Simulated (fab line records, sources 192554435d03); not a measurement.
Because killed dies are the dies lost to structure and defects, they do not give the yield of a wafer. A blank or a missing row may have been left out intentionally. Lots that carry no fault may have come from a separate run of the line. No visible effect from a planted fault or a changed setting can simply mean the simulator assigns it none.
Split-lot experiment	flow n5 finfet	21 wafers read across 7 lots, on a route 1938 steps long

SPLIT DETAILS
At N5_BEOL_M14_DEP_53 (deposits SiCN from 3MS/NH3, target thk 50 nm, time 17.8 s), the setting time s was moved away from the recipe's 17.8 s on 8 of the 21 wafers read, by -13.5% to +14.8%. All remaining wafers had this setting at the recipe value.

The reading comes from the split's own step.

THE READING
SiCN_of_BEOL_M14_DEP_53.thk nm (the simulator's own value, which no gauge read), in nm, at N5_BEOL_M14_DEP_53 (deposits SiCN from 3MS/NH3, target thk 50 nm, time 17.8 s). The file gives no usual value for it. The 13 wafers here that ran the recipe average 49.8 nm, standard deviation 0.42 nm.

wafer	tool, chamber at the split	time s as run, s	against the recipe	SiCN_of_BEOL_M14_DEP_53.thk nm, nm	against lot-mates on the recipe
L075.1	pecvd-04, 2	17.8	recipe	50	-
L075.2	pecvd-04, 1	17.8	recipe	50.2	-
L075.5	pecvd-04, 2	20.32	+14.2%	57.8	+7.7
L080.2	pecvd-04, 0	16.65	-6.5%	46.6	-3.4
L080.6	pecvd-04, 0	16.65	-6.5%	46.6	-3.4
L080.5	pecvd-04, 2	17.8	recipe	50	-
L081.1	pecvd-01, 2	15.4	-13.5%	43.4	-6.6
L081.3	pecvd-01, 1	15.4	-13.5%	42.6	-7.4
L081.5	pecvd-01, 0	17.8	recipe	50	-
L084.1	pecvd-04, 0	17.8	recipe	49.2	-
L084.2	pecvd-04, 1	17.8	recipe	49.6	-
L084.3	pecvd-04, 2	16.31	-8.4%	45.6	-3.8
L088.2	pecvd-01, 0	17.8	recipe	50	-
L088.3	pecvd-01, 2	17.8	recipe	50.2	-
L088.5	pecvd-01, 0	17.8	recipe	50.6	-
L096.1	pecvd-01, 1	17.8	recipe	49.2	-
L096.2	pecvd-01, 2	17.8	recipe	49.8	-
L096.3	pecvd-01, 0	17.8	recipe	49.6	-
L092.1	pecvd-02, 1	17.8	recipe	49.2	-
L092.4	pecvd-02, 1	20.44	+14.8%	57.2	+8.0
L092.5	pecvd-02, 0	20.44	+14.8%	57.6	+8.4

THE FIT
A straight line over all 21 wafers: SiCN_of_BEOL_M14_DEP_53.thk nm changes by +0.517 nm for each +1% of time s; r = +0.99; the points scatter about the line by 0.41 nm.
The same after taking each lot's own level away (the mean of its wafers on the recipe; 21 wafers): +0.533 nm for each +1%; r = +1.00; scatter 0.27 nm.
On that fit, the largest move of time s shifts the reading by 7.9 nm.
Measured against the standard deviation above, the lots' own levels, which go from 49.20 to 50.27 nm, span 2.5 times it.
So the lot-to-lot level changes the slope little: the two slopes agree.
Check: for one of the wafers moved furthest among these (+14.8%), held out of the fit, the line's prediction against its lot-mates is +8 nm. It came out at +8 nm against them.

OTHER SPLITS APPLIED TO THESE WAFERS
Other splits were also applied to these wafers ahead of the reading. Each is held against what the fit with the lots' levels taken away leaves over:
other split on the same wafers	wafers away from the commonest value	r with SiCN_of_BEOL_M14_DEP_53.thk nm (lot level and that fit taken away)
N5_BEOL_M11_TRENCH_ETCH_37 source w	7	-0.15
N5_BEOL_M12_SPUTTER_44 time s	6	-0.10
N5_BEOL_M12_DEP_53 time s	4	+0.05

THE FILE'S OWN FIT
SiCN_of_BEOL_M14_DEP_53.thk nm changes by +0.531 nm for each +1% of time s, r = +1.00.
